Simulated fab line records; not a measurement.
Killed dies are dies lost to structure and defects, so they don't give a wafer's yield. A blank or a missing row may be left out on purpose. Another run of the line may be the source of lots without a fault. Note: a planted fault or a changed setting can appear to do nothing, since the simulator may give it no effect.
fab line records	flow nand-harc
record lots=13	wafers=39	last-day=24
route steps=1159 shown A_CONTACT@923
lots that met no fault: taken from a fault-free run of the same line
start-h: hours from the record's opening day to when the first of the lot's shown wafers began	wait-h: hours elapsed since this lot's preceding step	" the same as in the row above	L1.1+2: several wafers, shown together as one row	- no value, or no start given	* or withheld: withheld	< > ~ a bound
route shown NAME@n: a module of which the file shows steps, and the number in the route of the first	usual: mean/standard deviation of fault-free wafers	same: alike in all rows	chamber/n: place in a boat	sites: the reading at each site	_std_site: how widely they spread, as a standard deviation	_edge_site: the outer-site mean with the inner-site mean subtracted	radius-mm: how far each site lies from the wafer's centre	mask NAME#n: copy n	behind: the most recent tool/chamber to have shaped the wafer	hold: what put the lot on hold/how long, in hours/how the hold closed	device: transistor that didn't switch, given as n, p or np	end of line: at the end of the route, the tests of the same wafers	where a step has no rows: the recipe by itself	killed: dies that structure and defects cost at the first sort, which is not the same as the wafer's yield	map: the dies of a wafer, with x for killed, . for not killed, _ for no die there
set.NAME: setting as actually run; set.NAME@STEP: the setting as run at that earlier step	model.NAME: the simulator's own value behind a step, which no gauge read
steps of the route over a sample of lots; a table a step, a row a wafer
services: from which hour (start-h, from the record's first day; less than 0 if before it) a tool's chamber was out of use, for how many hours, and why
## steps
# step NHARC_A_CONTACT_DEP_84
# recipe target-thk-a=20000	temp-c=400	material=aC
# usual throttle-valve-pct=35.001/0.0084
lot.wafer	tool	chamber	start-h	wait-h	throttle-valve-pct
L342.2	acl-dep-01	0	388.37	-	35.001
L342.5	"	0	"	"	34.991
L342.6	"	0	"	"	35.003
L343.2	acl-dep-02	0	390.68	-	34.996
L343.3	"	0	"	"	35.007
L343.4	"	0	"	"	34.999
L340.1	acl-dep-01	0	393.09	-	35.000
L340.3	"	0	"	"	34.994
L340.4	"	0	"	"	34.995
L346.2	acl-dep-02	0	414.95	-	34.991
L346.5	"	0	"	"	34.988
L346.6	"	0	"	"	35.000
L353.1	acl-dep-02	0	461.81	-	35.004
L353.3	"	0	"	"	34.993
L353.5	"	0	"	"	35.004
L356.1	acl-dep-02	0	478.49	-	35.013
L356.4	"	0	"	"	34.999
L356.5	"	0	"	"	35.007
L354.1	acl-dep-03	0	479.67	-	34.989
L354.2	"	0	"	"	34.989
L354.3	"	0	"	"	35.000
L358.1	acl-dep-01	0	489.23	-	35.003
L358.3	"	0	"	"	34.998
L358.6	"	0	"	"	35.015
L359.1	acl-dep-03	0	491.02	-	35.001
L359.3	"	0	"	"	34.994
L359.6	"	0	"	"	35.004
L360.1	acl-dep-01	0	500.49	-	35.011
L360.2	"	0	"	"	35.010
L360.4	"	0	"	"	34.994
L361.1	acl-dep-01	0	511.96	-	35.014
L361.4	"	0	"	"	35.005
L361.5	"	0	"	"	34.999
L362.1	acl-dep-03	0	512.21	-	35.001
L362.2	"	0	"	"	34.999
L362.6	"	0	"	"	35.012
L363.2	acl-dep-01	0	513.58	-	35.001
L363.3	"	0	"	"	35.005
L363.6	"	0	"	"	35.000
# step NHARC_A_CONTACT_ETCH_88
# recipe target-depth-a=390	over-etch-frac=0.3	time-s=65	ion-energy-ev=80	cf4-flow-sccm=150	ar-flow-sccm=0	rf-w=300	bias-w=100	chemistry=CF4
# usual drypump-motor-current-A=5.7/0.44	oes-product-au=1.003/0.0097	rf-vpp-V=151.2/1.4	run-length-s=86.3/0.56	showerhead-plenum-p-Torr=1.76/0.085	throttle-valve-pct=13.283/0.0093
lot.wafer	tool	chamber	start-h	wait-h	drypump-motor-current-A	oes-product-au	rf-hours-counter-h	rf-vpp-V	run-length-s	showerhead-plenum-p-Torr	throttle-valve-pct
L342.2	rie-diel-12	1	390.41	0.1	5.4	1.002	0	150.1	86.0	1.70	13.281
L342.5	"	0	"	"	6.1	0.995	-	148.7	86.5	1.65	13.295
L342.6	"	1	"	"	5.4	1.001	-	151.7	86.2	1.70	13.270
L343.4	rie-diel-02	2	392.66	0.1	6.4	1.012	22	153.2	86.4	1.90	13.277
L343.2	"	3	"	"	6.7	1.008	21	153.1	86.3	1.85	13.277
L343.3	"	0	"	"	5.4	0.991	22	151.6	87.2	1.83	13.277
L340.1	rie-diel-12	2	395.34	0.1	6.0	1.005	2	152.3	85.9	1.88	13.300
L340.4	"	3	"	"	5.9	1.002	2	152.6	85.2	1.82	13.296
L340.3	"	1	"	"	5.4	0.995	2	149.6	86.3	1.70	13.291
L346.2	rie-diel-12	3	417.00	0.1	6.0	0.997	5	151.5	85.2	1.82	13.271
L346.6	"	3	"	"	6.0	1.000	-	150.6	85.5	1.82	13.271
L346.5	"	0	"	"	6.1	0.995	-	149.2	86.9	1.65	13.298
L353.1	rie-diel-03	3	464.07	0.1	5.2	1.008	21	150.2	86.3	1.69	13.286
L353.3	"	0	"	"	5.7	1.008	23	151.6	86.8	1.77	13.282
L353.5	"	3	"	"	5.2	1.008	-	150.5	86.1	1.69	13.286
L356.1	rie-diel-03	2	480.75	0.1	5.7	1.019	32	151.0	86.4	1.80	13.305
L356.4	"	3	"	"	5.2	1.013	31	149.7	86.5	1.68	13.281
L356.5	"	0	"	"	5.7	1.012	-	152.7	86.5	1.77	13.287
L354.1	rie-diel-03	0	482.00	0.1	5.7	1.009	31	150.1	86.4	1.77	13.285
L354.2	"	1	"	"	5.3	1.006	30	150.0	85.8	1.69	13.281
L354.3	"	2	"	"	5.8	1.011	32	151.7	86.4	1.80	13.296
L358.1	rie-diel-03	0	491.52	0.1	5.7	1.016	33	150.9	86.9	1.76	13.284
L358.3	"	1	"	"	5.3	1.004	34	149.9	85.7	1.69	13.264
L358.6	"	0	"	"	5.7	1.009	-	151.3	86.5	1.76	13.293
L359.1	rie-diel-03	3	493.24	0.1	5.2	0.999	33	149.6	86.1	1.68	13.286
L359.3	"	0	"	"	5.7	0.998	34	150.6	86.7	1.77	13.290
L359.6	"	3	"	"	5.2	1.009	-	149.9	86.1	1.68	13.268
L360.4	rie-diel-12	0	502.81	0.1	6.1	0.980	22	148.8	86.8	1.64	13.284
L360.2	"	1	"	"	5.4	0.986	22	150.5	86.1	1.69	13.281
L360.1	"	3	"	"	5.9	1.000	21	152.1	85.7	1.82	13.275
L361.1	rie-diel-02	0	514.30	0.1	5.4	0.984	0	152.8	87.0	1.82	13.263
L361.4	"	1	"	"	5.4	1.003	0	153.6	86.9	1.91	13.281
L361.5	"	2	"	"	6.4	1.018	-	152.1	85.9	1.89	13.263
L362.1	rie-diel-03	3	514.48	0.1	5.2	1.012	40	150.4	86.2	1.68	13.283
L362.2	"	2	"	"	5.7	1.010	44	152.3	86.4	1.80	13.296
L362.6	"	0	"	"	5.7	1.000	-	152.1	86.8	1.76	13.286
L363.3	rie-diel-12	2	515.65	0.1	6.0	1.010	23	153.6	85.7	1.87	13.292
L363.2	"	3	"	"	5.9	1.014	23	153.3	85.4	1.82	13.283
L363.6	"	1	"	"	5.4	0.988	-	150.8	86.5	1.69	13.270
# step NHARC_A_CONTACT_ETCH_30
# recipe target-depth-a=605	time-s=30.2	cf4-flow-sccm=100	chf3-flow-sccm=30	ar-flow-sccm=0	rf-w=500	bias-w=200	chemistry=CF4/CHF3
# usual drypump-motor-current-A=5.7/0.41	oes-product-au=0.941/0.023	rf-vpp-V=370.5/2.7	run-length-s=51.5/0.61	showerhead-plenum-p-Torr=1.57/0.077	throttle-valve-pct=16.802/0.0086
lot.wafer	tool	chamber	start-h	wait-h	drypump-motor-current-A	oes-product-au	rf-hours-counter-h	rf-vpp-V	run-length-s	showerhead-plenum-p-Torr	throttle-valve-pct
L342.2	rie-diel-12	0	390.86	-	6.1	0.952	0	364.1	52.1	1.46	16.806
L342.5	"	1	"	"	5.4	0.963	-	369.2	51.3	1.51	16.804
L342.6	"	2	"	"	6.0	0.994	-	374.6	50.5	1.67	16.801
L343.2	rie-diel-02	2	393.10	-	6.4	0.930	22	375.2	51.4	1.69	16.805
L343.4	"	3	"	"	6.7	0.919	21	374.7	51.7	1.64	16.806
L343.3	"	0	"	"	5.4	0.926	22	373.0	52.2	1.63	16.810
L340.3	rie-diel-12	3	396.00	-	6.0	0.928	2	371.8	50.3	1.62	16.813
L340.1	"	0	"	"	6.1	0.912	2	366.9	52.1	1.46	16.797
L340.4	"	1	"	"	5.4	0.915	3	369.3	51.3	1.51	16.802
L346.2	rie-diel-12	1	417.45	-	5.4	0.927	6	370.2	51.4	1.51	16.801
L346.5	"	3	"	"	6.0	0.936	-	372.7	50.6	1.62	16.798
L346.6	"	0	"	"	6.1	0.911	-	365.9	44.0	1.46	16.790
L353.3	rie-diel-03	3	464.51	-	5.2	0.988	22	367.5	51.4	1.50	16.817
L353.1	"	0	"	"	5.7	0.976	24	370.1	51.9	1.57	16.806
L353.5	"	2	"	"	5.8	0.990	-	373.1	51.9	1.61	16.793
L356.1	rie-diel-03	1	481.22	-	5.3	0.926	30	369.1	50.8	1.50	16.799
L356.4	"	2	"	"	5.7	0.948	32	371.9	51.9	1.60	16.799
L356.5	"	1	"	"	5.2	0.928	-	367.5	51.1	1.50	16.808
L354.1	rie-diel-03	0	482.43	-	5.7	0.931	31	370.1	51.9	1.57	16.803
L354.3	"	1	"	"	5.3	0.926	31	368.5	51.6	1.50	16.809
L354.2	"	2	"	"	5.7	0.933	32	370.0	51.7	1.60	16.812
L358.1	rie-diel-03	2	491.96	-	5.8	0.933	35	372.5	51.6	1.60	16.808
L358.3	"	1	"	"	5.2	0.921	34	367.1	50.9	1.50	16.802
L358.6	"	3	"	"	5.2	0.922	-	368.8	51.8	1.50	16.810
L359.1	rie-diel-03	2	493.68	-	5.7	0.935	36	370.3	51.7	1.60	16.807
L359.3	"	1	"	"	5.3	0.918	34	367.8	51.2	1.50	16.809
L359.6	"	2	"	"	5.8	0.934	-	372.7	51.7	1.60	16.783
L360.4	rie-diel-12	3	503.25	-	6.0	0.934	21	372.5	50.5	1.62	16.798
L360.1	"	0	"	"	6.1	0.905	22	367.7	51.7	1.46	16.800
L360.2	"	1	"	"	5.4	0.923	22	368.0	51.4	1.50	16.790
L361.4	rie-diel-02	1	514.78	-	5.4	0.939	0	374.9	52.0	1.70	16.800
L361.1	"	2	"	"	6.4	0.966	0	375.0	50.9	1.68	16.811
L361.5	"	0	"	"	5.4	0.939	-	372.0	52.0	1.62	16.816
L362.2	rie-diel-03	0	514.93	-	5.7	0.937	40	369.3	51.9	1.57	16.801
L362.1	"	2	"	"	5.8	0.937	44	371.8	52.1	1.60	16.792
L362.6	"	0	"	"	5.7	0.929	-	371.5	51.7	1.57	16.805
L363.3	rie-diel-12	2	516.09	-	5.9	0.935	23	373.6	50.9	1.67	16.789
L363.2	"	0	"	"	6.1	0.917	25	365.8	51.7	1.46	16.813
L363.6	"	3	"	"	6.0	0.930	-	371.4	50.4	1.62	16.793
# step NHARC_A_CONTACT_ETCH_98
# recipe target-depth-a=200	over-etch-frac=0.5	time-s=10	ion-energy-ev=250	c4f6-flow-sccm=25	o2-flow-sccm=20	ar-flow-sccm=500	rf-w=600	bias-w=500	chemistry=C4F6/O2
# usual drypump-motor-current-A=5.8/0.35	oes-product-au=0.962/0.023	rf-vpp-V=546/3.9	run-length-s=30.9/0.43	showerhead-plenum-p-Torr=3.90/0.19	throttle-valve-pct=26.903/0.0094
lot.wafer	tool	chamber	start-h	wait-h	drypump-motor-current-A	oes-product-au	rf-hours-counter-h	rf-vpp-V	run-length-s	showerhead-plenum-p-Torr	throttle-valve-pct
L342.2	rie-diel-02	2	-	-	6.5	1.012	22	551	30.7	4.21	26.910
L342.5	"	3	"	"	6.7	0.997	-	550	31.0	4.09	26.901
L342.6	"	0	"	"	5.4	0.999	-	549	31.3	4.05	26.900
L343.3	rie-diel-12	1	-	-	5.4	0.999	2	545	30.8	3.77	26.899
L343.2	"	2	"	"	6.0	1.010	1	551	30.4	4.16	26.907
L343.4	"	3	"	"	6.0	0.995	1	549	30.6	4.04	26.885
L340.1	rie-diel-12	3	-	-	5.9	0.963	2	550	30.5	4.04	26.919
L340.3	"	0	"	"	6.1	0.959	3	541	31.4	3.66	26.903
L340.4	"	1	"	"	5.4	0.951	3	544	31.0	3.77	26.872
L346.2	rie-diel-12	2	-	-	6.0	0.966	6	551	30.5	4.16	26.895
L346.6	"	0	"	"	6.1	0.953	-	541	31.1	3.66	26.904
L346.5	"	1	"	"	5.4	0.955	-	544	31.1	3.77	26.899
L353.1	rie-diel-12	3	-	-	6.0	0.988	13	550	30.3	4.03	26.915
L353.3	"	2	"	"	6.0	0.984	13	552	30.8	4.16	26.910
L353.5	"	3	"	"	6.0	0.981	-	548	30.2	4.03	26.904
L356.1	rie-diel-12	1	-	-	5.4	0.944	20	543	31.4	3.76	26.900
L356.4	"	3	"	"	6.0	0.961	19	548	30.3	4.03	26.896
L356.5	"	1	"	"	5.4	0.947	-	543	30.9	3.76	26.903
L354.2	rie-diel-03	0	-	-	5.7	0.944	32	547	31.6	3.92	26.898
L354.3	"	1	"	"	5.3	0.953	32	542	31.1	3.74	26.900
L354.1	"	2	"	"	5.7	0.964	33	549	31.1	4.00	26.906
L358.1	rie-diel-12	0	-	-	6.1	0.924	20	540	31.1	3.65	26.923
L358.3	"	2	"	"	6.0	0.968	19	553	31.1	4.15	26.894
L358.6	"	1	"	"	5.4	0.933	-	544	30.9	3.76	26.900
L359.3	rie-diel-03	2	-	-	5.8	0.964	36	548	31.3	4.00	26.889
L359.1	"	3	"	"	5.2	0.961	34	542	30.8	3.74	26.900
L359.6	"	1	"	"	5.3	0.935	-	543	30.6	3.74	26.907
L360.4	rie-diel-02	2	-	-	6.5	0.953	63	553	31.1	4.19	26.900
L360.2	"	3	"	"	6.7	0.946	58	550	31.3	4.07	26.922
L360.1	"	0	"	"	5.4	0.927	60	549	31.7	4.02	26.899
L361.4	rie-diel-12	1	-	-	5.4	0.948	25	545	30.8	3.76	26.910
L361.1	"	2	"	"	6.0	0.961	24	552	30.6	4.15	26.885
L361.5	"	0	"	"	6.1	0.960	-	543	31.2	3.65	26.914
L362.1	rie-diel-12	2	-	-	6.0	0.957	24	552	30.4	4.15	26.922
L362.2	"	0	"	"	6.1	0.956	25	541	31.1	3.65	26.906
L362.6	"	2	"	"	6.0	0.958	-	551	31.0	4.15	26.891
L363.3	rie-diel-12	3	-	-	6.0	0.944	24	548	30.7	4.03	26.902
L363.2	"	1	"	"	5.4	0.939	25	545	31.2	3.76	26.912
L363.6	"	2	"	"	6.0	0.950	-	552	30.3	4.15	26.911
## services
tool	chamber	start-h	hours	kind
rie-diel-02	-	378.95	0.4	repair
rie-diel-12	-	379.48	9.0	pm
rie-diel-12	0	379.48	9.0	vent-cycle
rie-diel-12	1	379.48	9.0	vent-cycle
rie-diel-12	2	379.48	9.0	vent-cycle
rie-diel-12	3	379.48	9.0	vent-cycle
rie-diel-12	0	388.48	-	clean
rie-diel-12	1	388.48	-	clean
rie-diel-12	2	388.48	-	clean
rie-diel-12	3	388.48	-	clean
rie-diel-03	-	392.32	9.0	pm
acl-dep-03	-	405.44	13.0	pm
rie-diel-12	0	412.98	-	clean
rie-diel-12	1	412.98	-	clean
rie-diel-12	2	412.98	-	clean
rie-diel-12	3	412.98	-	clean
rie-diel-12	0	437.48	-	clean
rie-diel-12	1	437.48	-	clean
rie-diel-12	2	437.48	-	clean
rie-diel-03	3	441.29	4.3	repair
rie-diel-12	0	468.07	3.5	repair
acl-dep-01	-	476.23	13.0	pm
acl-dep-02	-	495.19	6.9	repair
rie-diel-02	-	505.07	9.0	pm
## key
first-sign step=NHARC_A_CONTACT_ETCH_30	reading=run-length-s	direction=down	sigmas=12	usual=*	struck=*
effect none on later readings
met-at NHARC_A_CONTACT_ETCH_30
struck-lots L346
struck-wafers L346.6
later-rows-left-out L346.6
sort-left-out L346.6
tester-left-out L346
not-acting-at NHARC_A_CONTACT_DEP_84,NHARC_A_CONTACT_ETCH_88,NHARC_A_CONTACT_ETCH_98
onset-between 396.00 417.45
fault kind=process-parameter-drift	tool=rie-diel-12	chamber=0	onset-h=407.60	steps=NHARC_A_CONTACT_ETCH_30	channel=time-s	offset=*	shape=step	end-h=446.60	acts-in=*	stated=*
# tester-left-out: of these lots the tester's yield and bins aren't shown, on N5 and GAA mostly nor the transistor test; their killed dies are dies lost to structure and defects alone, not to doping, threshold or leakage, so they don't give the yield
# sort-left-out: the simulated sort isn't trusted on such a fault, so these wafers' sort isn't shown, and their yield isn't known
# later-rows-left-out: the simulator's readings of these wafers behind a module that went badly wrong aren't trusted and aren't shown, but for the sort
